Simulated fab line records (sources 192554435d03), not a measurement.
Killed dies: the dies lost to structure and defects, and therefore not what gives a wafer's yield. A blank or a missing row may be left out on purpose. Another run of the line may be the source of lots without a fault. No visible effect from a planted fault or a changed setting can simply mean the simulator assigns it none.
Problem report in the 8D (eight disciplines) form, filled by code :: flow n5 finfet :: the parts of the form that need people (team, actions taken, sign-off) are left out
Where a reading is given only as a bound, like >300, the bound stands for it, and a mean or a difference that rests on one is marked > or <: the true number lies beyond.

== 1. WHAT IS WRONG ==
raw defect count at N5_ZERO_LAYER_INSPECT_20 reads a mean of 1007 on 6 wafers of 2 lots; wafers without a fault read 38 with a standard deviation of 17. That puts it +57 standard deviations away from the usual mean.
The step: inspects for defects (darkfield).
First observed at day 3 20:20: wafer L664.2, on defect inspect-01. Wafers with a number at this step in the record: 24, from 8 lots. Rule for "out" (also "out of limits"): further than 4 standard deviations from the usual mean. The other wafers with a number count as sound.

== 2. WHAT IT IS, WHAT IT ISN'T ==
question: which readings at this step
is: raw defect count
is not: -

question: which lots
is: L664, L666
is not: L656, L659, L671, L674, L675, L678

question: which wafers of those lots
is: all that have a number
is not: -

question: read on which gauges
is: defect inspect-01
is not: defect inspect-02

question: when
is: from day 3 20:20
is not: up to then (6 sound wafers); but 12 sound wafers of L671, L674, L675, L678 came after

== 3. WHAT RULES OUT EACH SUSPECT ==
Counting: any tool at a process step up to the reading is kept as a suspect provided that every lot that is out went through it and no sound lot did after the first of them.
- ruled out: the gauge at N5_ZERO_LAYER_INSPECT_20. All the wafers that are out were read on defect inspect-01, but those of them that N5_PASSIVATION_PROBE_49 has rows for are out there too, on other tools.
- rie si-03 at N5_ZERO_LAYER_ETCH_18 (etches Si in HBr/Cl2, target depth 120 nm, time 40 s): kept. It processed each lot that is out, first L664 at day 3 19:52, and no sound lot thereafter; up to then, the last sound lot it processed was L656 at day 1 18:56.
Left after counting: rie si-03 at N5_ZERO_LAYER_ETCH_18.

== 4. THE CAUSE (what the simulator had put in) ==
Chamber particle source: rie si-03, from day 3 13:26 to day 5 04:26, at N5_ZERO_LAYER_ETCH_18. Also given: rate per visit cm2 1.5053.
This tool alone remained once counting was done.

== 5. SEQUENCE OF EFFECTS, ordered by route ==
Each row: a reading whose mean over the struck wafers that have a number lies more than 3 standard deviations from the usual. Readings are gone through only where the record gives a usual standard deviation; hours: the median, over the lots, of the time from a lot's start at the first step in this table giving one to that lot's start at this step; sigmas: the change measured in usual standard deviations.
hours: 0
step: N5_ZERO_LAYER_INSPECT_20
reading: raw defect count
usual: 38
on struck wafers: 1007
change: +969
sigmas: +57

hours: 0
step: N5_WELL_APT_INSPECT_10
reading: raw defect count
usual: 2.0
on struck wafers: >300
change: >+298
sigmas: +99 or more

hours: 4
step: N5_WELL_APT_INSPECT_38
reading: raw defect count
usual: 13
on struck wafers: 983
change: +970
sigmas: +99 or more

hours: 268
step: N5_PASSIVATION_PROBE_49
reading: defect limited yield
usual: 91.3 %
on struck wafers: 81.2
change: -10.0
sigmas: -6.7

hours: 268
step: N5_PASSIVATION_PROBE_49
reading: killed at front end
usual: 40
on struck wafers: 174
change: +134
sigmas: +12

hours: 268
step: N5_PASSIVATION_PROBE_49
reading: killed dies
usual: 103
on struck wafers: 221
change: +118
sigmas: +7.0

hours: 268
step: N5_PASSIVATION_PROBE_49
reading: sort_bin_5_function
usual: 5.1 %
on struck wafers: 11.3
change: +6.2
sigmas: +6.2

hours: 268
step: N5_PASSIVATION_PROBE_49
reading: sort n pass
usual: 1077
on struck wafers: 959
change: -118
sigmas: -7.0

hours: 268
step: N5_PASSIVATION_PROBE_49
reading: sort yield pct
usual: 91.3 %
on struck wafers: 81.2
change: -10.0
sigmas: -6.7
Here are the process steps it includes:
- N5_PASSIVATION_PROBE_49
At these later measuring or inspecting steps, every struck wafer for which the step has a row has a number for every such reading, and none has moved that far: N5_WELL_APT_CD_MEAS_25, N5_BEOL_M4_RC_MEAS_101.

== 6. WHAT WOULD HAVE CAUGHT IT SOONER ==
Counted from the fault's start at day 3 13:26, it took 7 hours until the first out-of-limits reading at a measuring or inspecting step in this record, taken at day 3 20:20.
An alarm limit of 4 standard deviations would not have fired on the tool readings at N5_ZERO_LAYER_ETCH_18 for which the record gives a usual standard deviation, since none of them was out on any struck wafer.
L666, from the lots that are out (2), started N5_ZERO_LAYER_ETCH_18 on rie si-03 later than day 3 20:20. Putting the tool on hold at that point would have spared it.
